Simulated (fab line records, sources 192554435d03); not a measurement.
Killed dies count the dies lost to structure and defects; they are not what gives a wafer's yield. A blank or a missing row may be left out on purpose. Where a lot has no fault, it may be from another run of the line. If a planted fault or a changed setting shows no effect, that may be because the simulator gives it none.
fab line records ; flow n5Finfet
[record] lots = 10; wafers = 26; lastDay = 17
route steps=1938 shown HKMG_FIN@389 BEOL_M4@1111
lots that met no fault: taken from a fault-free run of the same line
startH: hours from the record's opening day to when the first of the lot's shown wafers began ; waitH: hours from the lot's prior step to this one ; " the same as in the row above ; L1.1+2: several wafers, shown together as one row ; - either no value or no given start ; * or withheld: withheld ; < > ~ a bound
route shown NAME@n: NAME is a module with steps in the file, n the number in the route of the first one ; usual: mean and standard deviation over wafers with no fault ; same: alike in all rows ; chamber/n: place in a boat ; sites: the reading at each site ; _std_site: standard deviation of those values ; _edge_site: the outer-site mean with the inner-site mean subtracted ; radiusMm: for every site, how far away it sits from the centre of the wafer ; mask NAME#n: copy n ; behind: the last tool/chamber to shape the wafer ; hold: reason for holding the lot/hours on hold/outcome of the hold ; device: whichever transistor did not switch (one of n, p or np) ; end of line: the tests these same wafers got at the end of their route ; step lacking rows: just its recipe ; killed: the dies lost at the first sort to structure and to defects; this is not the yield of the wafer ; map: per-die view of a wafer (x killed, . not killed, _ where there is no die)
set.NAME: setting as actually run; set.NAME@STEP: the setting as run at that earlier step ; model.NAME: the simulator's own value behind a step, which no gauge read
the route's steps for a sample of lots (tables are steps, rows are wafers)
services: when a tool's chamber went out of use (startH, in hours from the record's first day, below 0 if earlier), for how many hours, and the reason
[[steps]]
[step N5_HKMG_FIN_ALD_75]
[recipe] material = Al2O3; targetThkA = 10; tempC = 150; aldPrecursorFamily = TMA; aldCoReactant = H2O; pulseTimeS = withheld; coReactantPulseTimeS = 1
[usual] heaterPowerW = 149/17; precursorPulseHeightRel = 1.000/0.022; susceptorTempC = 150.02/0.15
lot.wafer;tool;chamber;startH;waitH;heaterPowerW;precursorPulseHeightRel;susceptorTempC
L565.1;aldHk-01;1;71.12;0.0;176;1.001;149.94
L565.5;aldHk-01;3;71.12;0.0;155;0.994;150.27
L565.6;aldHk-01;2;71.12;0.0;144;1.034;149.99
L566.1;aldHk-03;1;76.49;0.0;133;1.004;150.17
L566.2;aldHk-03;3;76.49;0.0;126;1.008;150.15
L566.4;aldHk-03;0;76.49;0.0;140;0.964;149.85
L567.4;aldHk-01;2;87.59;0.0;146;1.008;149.91
L567.5;aldHk-01;1;87.59;0.0;176;1.008;150.31
L567.6;aldHk-01;2;87.59;0.0;148;0.980;149.83
L572.4;aldHk-03;2;114.14;0.0;141;1.037;149.93
L573.2;aldHk-03;2;118.30;0.0;140;1.006;150.00
L573.3;aldHk-03;0;118.30;0.0;142;0.971;150.15
L573.6;aldHk-03;2;118.30;0.0;137;1.007;150.03
L574.6;aldHk-03;1;124.39;0.0;136;1.027;150.13
L576.1;aldHk-02;0;137.93;0.0;133;1.009;149.93
L576.2;aldHk-02;3;137.93;0.0;173;1.033;150.19
L576.4;aldHk-02;1;137.93;0.0;161;1.008;150.12
L578.3;aldHk-02;2;148.87;0.0;174;1.011;149.94
L578.5;aldHk-02;1;148.87;0.0;158;1.026;150.14
L578.6;aldHk-02;0;148.87;0.0;135;0.992;149.96
L586.2;aldHk-03;3;200.67;0.0;124;0.986;149.99
L586.3;aldHk-03;2;200.67;0.0;139;0.975;149.79
L586.6;aldHk-03;1;200.67;0.0;139;0.987;150.02
L588.3;aldHk-01;3;210.88;0.0;159;1.009;150.27
L588.4;aldHk-01;1;210.88;0.0;172;1.004;150.11
L588.6;aldHk-01;0;210.88;0.0;176;0.992;150.20
[step N5_HKMG_FIN_INSPECT_61]
[recipe] mode = adi; inspectInstrument = macro
[usual] rawDefectCount = 2.2/1.6
lot.wafer;tool;chamber;startH;waitH;rawDefectCount
L565.1;defectInspect-02;-;71.64;0.0;4
L565.5;defectInspect-02;-;71.64;0.0;3
L565.6;defectInspect-02;-;71.64;0.0;6
L566.1;defectInspect-01;-;76.88;0.0;0
L566.2;defectInspect-01;-;76.88;0.0;0
L566.4;defectInspect-01;-;76.88;0.0;3
L567.4;defectInspect-01;-;87.99;0.0;1
L567.5;defectInspect-01;-;87.99;0.0;3
L567.6;defectInspect-01;-;87.99;0.0;0
L572.4;defectInspect-01;-;114.53;0.0;3
L573.2;defectInspect-01;-;118.82;0.0;1
L573.3;defectInspect-01;-;118.82;0.0;1
L573.6;defectInspect-01;-;118.82;0.0;1
L574.6;defectInspect-02;-;124.75;0.0;2
L576.1;defectInspect-01;-;138.45;0.0;3
L576.2;defectInspect-01;-;138.45;0.0;1
L576.4;defectInspect-01;-;138.45;0.0;2
L578.3;defectInspect-02;-;149.39;0.0;1
L578.5;defectInspect-02;-;149.39;0.0;2
L578.6;defectInspect-02;-;149.39;0.0;4
L586.2;defectInspect-01;-;201.19;0.0;1
L586.3;defectInspect-01;-;201.19;0.0;2
L586.6;defectInspect-01;-;201.19;0.0;2
L588.3;defectInspect-02;-;211.40;0.0;0
L588.4;defectInspect-02;-;211.40;0.0;1
L588.6;defectInspect-02;-;211.40;0.0;3
[step N5_HKMG_FIN_ETCH_58]
[recipe] chemistry = N2/H2; target = SOC; targetDepthA = 2158; ionEnergyEv = 50; biasW = 13; timeS = 741; pressureMtorr = 30; sourceW = 875; n2FlowSccm = 200; h2FlowSccm = 200
[usual] biasW = 13.01/0.038; drypumpMotorCurrentA = 5.5/0.4; oesProductAu = 0.82/0.098; rfVppV = 99.2/0.94; runLengthS = 764.1/0.44; showerheadPlenumPTorr = 2.56/0.077; throttleValvePct = 17.90/0.29
lot.wafer;tool;chamber;startH;waitH;biasW;drypumpMotorCurrentA;oesProductAu;rfHoursCounterH;rfVppV;runLengthS;showerheadPlenumPTorr;throttleValvePct
L565.1;rieDiel-02;2;71.97;0.0;13.07;5.0;0.75;139;97.4;763.7;2.44;18.04
L565.5;rieDiel-02;3;71.97;0.0;13.04;4.9;0.77;-;99.3;764.8;2.56;17.82
L565.6;rieDiel-02;2;71.97;0.0;13.00;5.0;0.75;-;97.8;763.5;2.44;18.06
L566.1;rieDiel-04;2;77.37;0.0;13.04;5.7;0.69;235;99.8;764.7;2.62;18.50
L566.2;rieDiel-04;3;77.37;0.0;13.06;5.4;0.87;48;98.6;764.0;2.59;17.82
L566.4;rieDiel-04;3;77.37;0.0;13.04;5.4;0.86;-;101.4;764.0;2.59;17.83
L567.4;rieDiel-04;0;88.61;0.2;13.04;5.5;1.03;-;99.5;763.6;2.61;17.82
L567.5;rieDiel-04;2;88.61;0.2;12.98;5.6;0.69;-;99.6;764.9;2.62;18.53
L567.6;rieDiel-04;3;88.61;0.2;13.01;5.4;0.87;-;100.2;764.3;2.59;17.83
L572.4;rieDiel-04;3;115.08;0.2;-;5.4;0.85;-;100.2;647.3;2.58;17.86
L573.2;rieDiel-01;2;119.16;0.0;12.92;5.6;0.99;3;99.8;764.1;2.71;17.23
L573.3;rieDiel-01;1;119.16;0.0;13.00;6.1;0.80;92;98.5;764.5;2.46;17.96
L573.6;rieDiel-01;1;119.16;0.0;12.99;6.1;0.79;-;98.7;764.5;2.46;17.95
L574.6;rieDiel-04;3;125.66;0.4;-;5.4;0.84;-;99.9;647.0;2.58;17.88
L576.1;rieDiel-02;0;138.88;0.0;12.96;5.6;0.75;163;97.5;764.1;2.52;17.92
L576.2;rieDiel-02;3;138.88;0.0;13.03;4.9;0.76;146;98.3;764.4;2.55;17.85
L576.4;rieDiel-02;1;138.88;0.0;13.07;5.4;0.98;1;98.4;764.0;2.49;17.39
L578.3;rieDiel-02;2;149.73;0.0;13.03;5.0;0.72;169;97.1;763.3;2.43;18.09
L578.5;rieDiel-02;1;149.73;0.0;12.98;5.4;0.94;-;98.4;764.0;2.49;17.38
L578.6;rieDiel-02;2;149.73;0.0;13.00;5.0;0.73;-;98.0;763.5;2.43;18.10
L586.2;rieDiel-01;0;201.52;0.0;13.07;5.9;0.96;18;99.3;763.9;2.60;17.54
L586.3;rieDiel-01;3;201.52;0.0;13.01;6.2;0.83;105;99.5;764.0;2.67;18.26
L586.6;rieDiel-01;3;201.52;0.0;12.96;6.2;0.82;-;100.7;764.5;2.67;18.24
L588.3;rieDiel-02;1;212.16;0.0;12.98;5.4;0.89;26;100.2;764.7;2.48;17.44
L588.4;rieDiel-02;3;212.16;0.0;12.96;4.9;0.72;172;98.4;764.8;2.53;17.90
L588.6;rieDiel-02;2;212.16;0.0;12.96;5.0;0.71;-;98.8;763.6;2.42;18.14
[step N5_HKMG_FIN_CVD_62]
[recipe] material = a-Si; targetThkA = 30; tempC = 500; precursor = Si2H6; pressureTorr = 1; timeS = 20.8
[usual] heaterPowerW = 1417/130; susceptorTempC = 499.97/0.25
lot.wafer;tool;chamber;startH;waitH;heaterPowerW;susceptorTempC
L565.1;thermalCvdSi-02;0;73.40;0.2;1306;499.78
L565.5;thermalCvdSi-02;0;73.40;0.2;1344;500.05
L565.6;thermalCvdSi-02;1;73.40;0.2;1308;500.23
L566.1;thermalCvdSi-01;2;79.04;0.2;1433;499.81
L566.2;thermalCvdSi-01;1;79.04;0.2;1476;499.89
L566.4;thermalCvdSi-01;2;79.04;0.2;1461;500.04
L567.4;thermalCvdSi-02;2;89.87;0.2;1365;500.14
L567.5;thermalCvdSi-02;1;89.87;0.2;1238;499.20
L567.6;thermalCvdSi-02;0;89.87;0.2;1343;500.16
L572.4;thermalCvdSi-01;1;116.35;0.2;1429;500.23
L573.2;thermalCvdSi-02;0;120.59;0.2;1382;499.72
L573.3;thermalCvdSi-02;1;120.59;0.2;1281;500.01
L573.6;thermalCvdSi-02;0;120.59;0.2;1377;499.94
L574.6;thermalCvdSi-01;1;127.03;0.1;1454;500.17
L576.1;thermalCvdSi-01;1;140.30;0.2;1432;499.88
L576.2;thermalCvdSi-01;2;140.30;0.2;1469;499.92
L576.4;thermalCvdSi-01;2;140.30;0.2;1422;499.88
L578.3;thermalCvdSi-01;2;151.20;0.2;1457;499.70
L578.5;thermalCvdSi-01;2;151.20;0.2;1467;500.32
L578.6;thermalCvdSi-01;1;151.20;0.2;1422;500.11
L586.2;thermalCvdSi-01;1;202.96;0.2;1456;500.15
L586.3;thermalCvdSi-01;0;202.96;0.2;1844;500.28
L586.6;thermalCvdSi-01;2;202.96;0.2;1425;499.89
L588.3;thermalCvdSi-01;1;213.58;0.2;1467;499.96
L588.4;thermalCvdSi-01;1;213.58;0.2;1443;499.96
L588.6;thermalCvdSi-01;0;213.58;0.2;1797;499.90
[step N5_BEOL_M4_RC_MEAS_101]
[usual] DIBL_N = 36.4/1.5; DIBL_P = 36.4/1.6; IOFF_N = 0.164/0.025; IOFF_P = 0.214/0.028; ION_N = 675/9.9; ION_P = 463/6.5; SS_N = 71.5/0.5; SS_P = 73.3/0.56; VT_N = 249.2/2.7; VT_P = -250.1/2.8
lot.wafer;tool;chamber;startH;waitH;DIBL_N[mV/V];DIBL_P[mV/V];IOFF_N[nA/um];IOFF_P[nA/um];ION_N[uA/um];ION_P[uA/um];SS_N[mV/dec];SS_P[mV/dec];VT_N[mV];VT_P[mV]
L565.1;prober-02;0;164.19;0.0;36.5;35.4;0.134;0.171;664;453;71.2;73.7;250.4;-256.0
L565.5;prober-02;0;164.19;0.0;37.0;36.7;0.155;0.186;688;458;70.7;73.7;248.1;-253.7
L565.6;prober-02;0;164.19;0.0;37.2;36.3;0.149;0.185;660;451;70.8;73.2;251.0;-256.5
L566.1;prober-01;0;177.93;0.0;37.4;35.4;0.145;0.213;671;465;70.9;73.9;251.9;-249.3
L566.2;prober-01;0;177.93;0.0;38.5;37.0;0.171;0.250;678;470;71.7;74.0;249.3;-245.5
L566.4;prober-01;0;177.93;0.0;36.1;33.7;0.129;0.190;659;459;71.3;73.2;254.3;-250.1
L567.4;prober-02;0;180.43;0.5;35.8;37.5;0.165;0.224;677;471;71.8;73.8;249.6;-249.5
L567.5;prober-02;0;180.43;0.5;36.0;37.2;0.168;0.219;682;467;71.8;73.6;247.4;-249.8
L567.6;prober-02;0;180.43;0.5;35.8;36.9;0.166;0.208;687;467;70.9;73.2;248.3;-250.5
L573.2;prober-01;0;213.79;0.2;35.3;38.5;0.150;0.253;665;468;71.6;73.5;251.1;-244.9
L573.3;prober-01;0;213.79;0.2;35.9;37.9;0.158;0.246;671;469;71.8;74.0;251.9;-246.6
L573.6;prober-01;0;213.79;0.2;35.8;37.8;0.153;0.246;669;462;71.8;73.8;252.0;-245.0
L572.4;prober-01;0;215.03;1.4;39.0;39.0;0.219;0.242;694;469;72.1;73.2;242.9;-249.2
L574.6;prober-01;0;217.50;1.1;38.6;36.6;0.188;0.254;675;465;71.8;73.6;245.4;-248.3
L576.1;prober-01;0;234.55;0.0;35.4;35.3;0.159;0.232;683;478;72.0;73.2;249.1;-247.9
L576.2;prober-01;0;234.55;0.0;36.5;37.1;0.188;0.260;695;477;72.6;73.9;244.5;-246.2
L576.4;prober-01;0;234.55;0.0;34.9;34.9;0.156;0.230;667;460;72.1;73.2;248.4;-246.7
L578.3;prober-01;0;244.56;0.5;31.7;32.8;0.103;0.155;652;451;70.7;71.8;256.0;-251.5
L578.5;prober-01;0;244.56;0.5;33.6;35.4;0.128;0.193;664;465;70.8;72.8;252.9;-250.6
L578.6;prober-01;0;244.56;0.5;34.8;36.4;0.140;0.198;672;470;70.8;73.1;250.1;-249.8
L586.2;prober-02;0;291.64;0.2;35.1;34.9;0.159;0.175;681;458;71.7;73.1;250.2;-254.8
L586.3;prober-02;0;291.64;0.2;34.7;34.4;0.146;0.169;674;457;71.1;73.1;249.3;-252.5
L586.6;prober-02;0;291.64;0.2;35.5;35.5;0.157;0.187;667;455;71.8;72.9;249.2;-254.0
L588.3;prober-02;0;303.39;0.3;37.4;37.1;0.184;0.225;675;464;71.4;73.8;246.9;-250.5
L588.4;prober-02;0;303.39;0.3;36.6;36.1;0.164;0.212;674;457;71.6;73.7;251.0;-251.4
L588.6;prober-02;0;303.39;0.3;37.8;36.8;0.174;0.218;678;459;71.2;74.1;249.6;-249.9
[[services]]
tool;chamber;startH;hours;kind
rieDiel-02;1;60.43;7.0;repair
rieDiel-01;1;63.32;3.7;repair
rieDiel-04;0;66.23;-;clean
rieDiel-04;0;66.23;-;consumableReplace:esc
rieDiel-04;0;66.23;-;consumableReplace:focusRing
rieDiel-04;0;66.23;21.5;scheduledDown
rieDiel-04;0;66.23;21.5;ventCycle
thermalCvdSi-01;-;71.17;6.0;pm
aldHk-01;-;87.88;28.1;pm
rieDiel-01;2;95.82;-;clean
rieDiel-01;2;95.82;-;consumableReplace:focusRing
rieDiel-01;2;95.82;-;consumableReplace:showerhead
rieDiel-01;1;105.60;1.4;repair
aldHk-02;-;106.24;28.1;pm
rieDiel-04;2;110.93;-;clean
rieDiel-04;2;110.93;-;consumableReplace:focusRing
rieDiel-04;2;110.93;15.2;scheduledDown
rieDiel-04;2;110.93;15.2;ventCycle
rieDiel-02;1;119.95;-;clean
rieDiel-02;1;119.95;-;consumableReplace:focusRing
rieDiel-02;1;119.95;15.3;scheduledDown
rieDiel-02;1;119.95;15.3;ventCycle
rieDiel-04;1;120.61;9.8;repair
rieDiel-02;0;180.49;4.4;repair
[[key]]
[firstSign] step = N5_HKMG_FIN_ETCH_58; reading = runLengthS; direction = down; sigmas = 99+; usual = *; struck = *
effect none on later readings
metAt N5_HKMG_FIN_ETCH_58
struckLots L572,L574
struckWafers L572.4,L574.6
notActingAt N5_HKMG_FIN_ALD_75,N5_HKMG_FIN_INSPECT_61,N5_HKMG_FIN_CVD_62
onsetBetween 88.61 115.08
[earlierFault] kind = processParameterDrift; tool = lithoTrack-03; chamber = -; onsetH = 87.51; steps = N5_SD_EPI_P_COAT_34; channel = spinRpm; offset = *; shape = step; actsIn = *; stated = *
[fault] kind = processParameterDrift; tool = rieDiel-04; chamber = 3; onsetH = 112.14; steps = N5_HKMG_FIN_ETCH_58; channel = timeS; offset = *; shape = step; actsIn = *; stated = *
